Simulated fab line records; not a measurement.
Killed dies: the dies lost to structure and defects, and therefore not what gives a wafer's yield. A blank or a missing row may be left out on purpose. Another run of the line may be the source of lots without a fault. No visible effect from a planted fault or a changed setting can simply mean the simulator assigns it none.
Matching of chambers | flow n5Finfet | rieDiel-04 running N5_FIN_SAQP_ETCH_51: 4 sister chambers
The step etches SiARC in CF4, target depth 45.5 nm, time 75.8 s. 4 wafers are shown with their chamber, then 10 later ones without.

== WAFERS, EACH WITH ITS CHAMBER ==
wafer  | chamber | showerheadPlenumPTorr (Torr)
L083.1 | 0       | 2.07
L083.6 | 3       | 2.12
L086.2 | 2       | 2.10
L086.3 | 1       | 2.19

== WAFERS WITHOUT THEIR CHAMBER ==
wafer  | showerheadPlenumPTorr (Torr)
L086.6 | 2.07
L090.1 | 2.18
L090.3 | 2.12
L090.5 | 2.07
L092.1 | 2.10
L092.2 | 2.11
L092.3 | 2.18
L092.4 | 2.06
L092.5 | 2.07
L092.6 | 2.18

== WHICH CHAMBER EACH ONE RAN IN ==
wafer  | from the rows above     | in truth
L086.6 | 0                       | 0
L090.1 | 1                       | 1
L090.3 | 3                       | 3
L090.5 | 0                       | 0
L092.1 | 2                       | 2
L092.2 | can't be placed: 2 or 3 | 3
L092.3 | 1                       | 1
L092.4 | 0                       | 0
L092.5 | 0                       | 0
L092.6 | 1                       | 1
Correct placement for 9 of the 10. Not placeable from these rows: 1 (in 1, the candidates include the true chamber). Placed wrongly: 0.
How it was worked out, from the rows above alone: a wafer's distance from a chamber is the root of the sum, over the readings, of the square of ((its reading less the chamber's mean) divided by the reading's scatter). The wafer belongs to the nearest chamber; if the next one is less than 2 further off, it can't be placed. Each chamber's mean is taken over the wafers shown for it. The scatter: root of mean squared gap, hidden wafer to nearest shown wafer, with one shown wafer a chamber.
